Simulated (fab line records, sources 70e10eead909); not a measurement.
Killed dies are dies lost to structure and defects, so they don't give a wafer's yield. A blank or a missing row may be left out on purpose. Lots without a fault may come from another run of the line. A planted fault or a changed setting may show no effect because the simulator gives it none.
A struck lot beside a sound one | flow nand_harc | 16 steps out of a route of 1159
Sound: wafers L669.2, L669.3, L669.6. Struck: wafers L675.2, L675.3, L675.6. The cause comes at the end.
At each step with rows: each side's tool, then ch and its chambers, then its first start. Under that, the readings that differ: sound wafers | struck wafers | difference of the means | sigmas: that difference in standard deviations of wafers without a fault.
alike: readings whose means differ by less than 2 such deviations, and words and numbers that are the same on both sides. not compared: withheld readings, readings that some wafer has no value for, bounds like >300 that may hide the same value, and numbers for which the record gives no deviation and whose values overlap.
The two part at a step that has a row with sigmas, a row that says differs or no value, or rows on one side only. Numbers that don't overlap but have no deviation are shown without sigmas and don't part them. A reading that every wafer of one side lacks parts them only if that side has two wafers or more.

NHARC_A_BONDPAD_ETCH_34: etches the open film in N2/H2, target depth 60 nm, overetch 18 nm, time 65.91 s.
  sound on rie_diel-12 ch 1,2, day 20 07:35; struck on rie_diel-11 ch 0,1,3, day 21 22:38
  alike: drypump_motor_current_A, oes_product_au, rf_vpp_V, showerhead_plenum_p_Torr, throttle_valve_pct
  not compared: rf_hours_counter_h
NHARC_A_BONDPAD_ETCH_12: etches the open film in CHF3/O2, target depth 220 nm, time 110 s.
  sound on rie_diel-12 ch 0,2; struck on rie_diel-11 ch 0,1
  alike: drypump_motor_current_A, oes_product_au, rf_vpp_V, showerhead_plenum_p_Torr, throttle_valve_pct
  not compared: rf_hours_counter_h
NHARC_A_BONDPAD_CD_MEAS_13:
  sound on cd_sem-01, day 20 07:49; struck on cd_sem-03, day 21 22:52
  alike: cd_nm
then, 1 step without rows for these wafers: NHARC_A_BONDPAD_STRIP_15 (strips in O2).
NHARC_A_BONDPAD_ETCH_24: etches the open film in CF4/N2, target depth 30 nm, time 72.99 s.
  sound on rie_diel-12 ch 0,1,2; struck on rie_diel-12 ch 0,1,2
  reading                | sound                | struck               | difference | sigmas
  throttle_valve_pct (%) | 19.787 19.784 19.772 | 19.805 19.808 19.799 | +0.023     | +2
  alike: drypump_motor_current_A, oes_product_au, rf_vpp_V, showerhead_plenum_p_Torr
  not compared: rf_hours_counter_h
then, 1 step without rows for these wafers: NHARC_A_BONDPAD_STRIP_16 (strips in post etch residue remover, time 600 s).
NHARC_A_BONDPAD_DEGAS_25: time 60 s.
  sound on pvd_sputter-01, day 20 08:27; struck on pvd_sputter-01, day 21 23:31
  alike: heater_power_w
then, 2 steps without rows for these wafers: NHARC_A_BONDPAD_PRE_CLEAN_26 (time 30 s); NHARC_A_BONDPAD_PVD_17 (deposits TaN, target thk 5 nm, time 8.06 s).
NHARC_A_BONDPAD_PVD_27: deposits Cu, target thk 30 nm, time 20.49 s.
  sound on pvd_sputter-01; struck on pvd_sputter-01
  alike: cathode_dc_power_W, substrate_temp_c, throttle_valve_pct
then, 2 steps without rows for these wafers: NHARC_A_BONDPAD_ECD_18 (material Cu, target thk 400 nm); NHARC_A_BONDPAD_ANNEAL_28 (time 90 s).
NHARC_A_BONDPAD_CMP_19: polishes, t overpolish 30 s, cu recess touch 16 s, target thk 169.8 nm.
  sound on cmp-03 ch 0,3, day 20 09:32; struck on cmp-03 ch 0,1,3, day 22 00:49
  no value came back on the struck wafers for cu_recess_touch_s (s), edge_zone_pressure_frac, motor_current_A (A), overpolish_run_s (s); on the sound wafers cu_recess_touch_s (s) reads 16 16 16
NHARC_A_BONDPAD_THK_MEAS_20: measures by xrf.
  sound on film_metro-02, day 20 09:50; struck on film_metro-02, day 22 01:05
  reading     | sound             | struck            | difference | sigmas
  thk_nm (nm) | 170.4 170.5 170.0 | 397.8 396.5 395.1 | +226.2     | +99 or more
then, 1 step without rows for these wafers: NHARC_A_BONDPAD_SRD_21 (time 30 s, dry time 20 s).
NHARC_A_BONDPAD_INSPECT_23:
  sound on defect_inspect-02, day 20 10:02; struck on defect_inspect-01, day 22 01:19
  reading          | sound       | struck         | difference | sigmas
  raw_defect_count | 334 475 390 | 3169 3152 3268 | +2797      | +28

WHERE THEY PART
First at NHARC_A_BONDPAD_ETCH_24; last, within this record, at NHARC_A_BONDPAD_INSPECT_23.

WHY: what the simulator had put in
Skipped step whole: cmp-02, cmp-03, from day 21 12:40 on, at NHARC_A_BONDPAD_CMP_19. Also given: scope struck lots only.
